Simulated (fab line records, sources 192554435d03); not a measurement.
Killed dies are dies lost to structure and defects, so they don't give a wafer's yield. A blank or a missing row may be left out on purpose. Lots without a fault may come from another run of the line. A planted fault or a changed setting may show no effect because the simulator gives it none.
A struck lot beside a sound one | flow n5_finfet | 37 steps out of a route of 1938
Sound: wafers L512.2, L512.3, L512.5. Struck: wafers L522.2, L522.4. The cause comes at the end.
At each step with rows: each side's tool, then ch and its chambers, then its first start. Under that, the readings that differ: sound wafers | struck wafers | difference of the means | sigmas: that difference in standard deviations of wafers without a fault.
alike: readings whose means differ by less than 2 such deviations, and words and numbers that are the same on both sides. not compared: withheld readings, readings that some wafer has no value for, bounds like >300 that may hide the same value, and numbers for which the record gives no deviation and whose values overlap.
The two part at a step that has a row with sigmas, a row that says differs or no value, or rows on one side only. Numbers that don't overlap but have no deviation are shown without sigmas and don't part them. A reading that every wafer of one side lacks parts them only if that side has two wafers or more.

first, 9 steps without rows for these wafers: N5_BEOL_M6_ALD_77 (deposits TaN, target thk 2 nm, pulse time 2 s, purge time 3 s); N5_BEOL_M6_SURFACE_TREAT_79; N5_BEOL_M6_CVD_78 (deposits Co from CCTBA/H2, target thk 2 nm, time 142.3 s); N5_BEOL_M6_SPUTTER_48 (material Cu, target thk 10 nm, time 1.667 s); N5_BEOL_M6_ECD_50 (material Cu, target thk 300 nm); N5_BEOL_M6_ANNEAL_51 (time 90 s); N5_BEOL_M6_CMP_52 (polishes, stops on SiCOH lowk, t overpolish 6.9 s, target thk 80 nm); N5_BEOL_M6_PRE_CLEAN_55 (time 15 s); N5_BEOL_M6_DEP_56 (deposits SiCN from 3MS/NH3, target thk 10 nm, time 17.5 s).
N5_BEOL_M7_ILD_DEP_00: deposits SiCOH lowk from DEMS/porogen, target thk 179.75 nm, time 33.4 s.
  sound on pecvd-03 ch 1,2, day 12 13:20; struck on pecvd-03 ch 1,2, day 15 09:05
  reading                                            | sound           | struck      | difference | sigmas
  model.SiCOH_lowk_of_BEOL_M7_ILD_DEP_00.thk_nm (nm) | 176 173.4 177.8 | 169.4 172.8 | -4.6       |
  alike: heater_power_w, showerhead_plenum_p_Torr, throttle_valve_pct
then, 1 step without rows for these wafers: N5_BEOL_M7_CURE_74 (cures SiCOH lowk, time 240 s).
N5_BEOL_M7_THK_MEAS_01:
  sound on film_metro-02, day 12 13:55; struck on film_metro-02, day 15 09:52
  alike: M7_ILD_THK
then, 23 steps without rows for these wafers: N5_BEOL_M7_PECVD_70 (deposits SiO2 from TEOS/O2, target thk 20 nm, time 22.7 s); N5_BEOL_M7_HM_DEP_02 (deposits TiN, target thk 20 nm); N5_BEOL_M7_COAT_59 (time 60 s, resist thk 100 nm); N5_BEOL_M7_COAT_60 (time 60 s, resist thk 35 nm); N5_BEOL_M7_COAT_05 (resist thk 90 nm); N5_BEOL_M7_EBR_07; N5_BEOL_M7_SOFTBAKE_06 (time 60 s); N5_BEOL_M7_EXPOSE_08 (exposes mask M7); N5_BEOL_M7_PEB_09 (peb time 60 s); N5_BEOL_M7_DEVELOP_10 (develop time 30 s); N5_BEOL_M7_DESCUM_16 (chemistry O2, time 7.9 s); N5_BEOL_M7_ETCH_61 (etches SiARC in CF4, target depth 45.5 nm, time 75.8 s); N5_BEOL_M7_ETCH_62 (etches SOC in N2/H2, target depth 110 nm, overetch 22 nm, time 165 s); N5_BEOL_M7_STRIP_68 (strips in N2/H2); N5_BEOL_M7_STRIP_67 (strips in CF4); N5_BEOL_M7_HM_OPEN_17 (chemistry Cl2/BCl3, target TiN, target depth 20 nm, overetch 6 nm); N5_BEOL_M7_STRIP_19 (strips in O2); N5_BEOL_M7_COAT_63 (time 60 s, resist thk 60 nm); N5_BEOL_M7_COAT_64 (time 60 s, resist thk 12 nm); N5_BEOL_M7_COAT_71 (time 60 s, resist thk 5 nm); N5_BEOL_M7_COAT_22 (resist thk 30 nm); N5_BEOL_M7_EBR_24; N5_BEOL_M7_SOFTBAKE_23 (time 60 s).
N5_BEOL_M7_CMP_52: polishes, stops on SiCOH lowk, t overpolish 6.9 s, target thk 80 nm.
  sound on cmp-02 ch 0,3, day 12 19:58; struck on cmp-03 ch 2,3, day 15 18:44
  reading                                            | sound             | struck    | difference | sigmas
  model.SiCOH_lowk_of_BEOL_M7_ILD_DEP_00.thk_nm (nm) | 148.8 146.4 150.4 | 143 145.8 | -4         |
  alike: barrier_field_endpoint_s, motor_current_A, overpolish_run_s, platen_rpm, time_to_endpoint_s
-- the record jumps here: 3 days lie between the struck wafers' starts before and after (it left off in module BEOL_M7 and takes up again in module PASSIVATION, whose first step shown is number 1936 of the route) --
N5_PASSIVATION_PROBE_49:
  the record has rows for the struck wafers here (prober-02, day 18 17:49) and none for the sound ones

WHERE THEY PART
Only at N5_PASSIVATION_PROBE_49, within this record.

WHY: what the simulator had put in
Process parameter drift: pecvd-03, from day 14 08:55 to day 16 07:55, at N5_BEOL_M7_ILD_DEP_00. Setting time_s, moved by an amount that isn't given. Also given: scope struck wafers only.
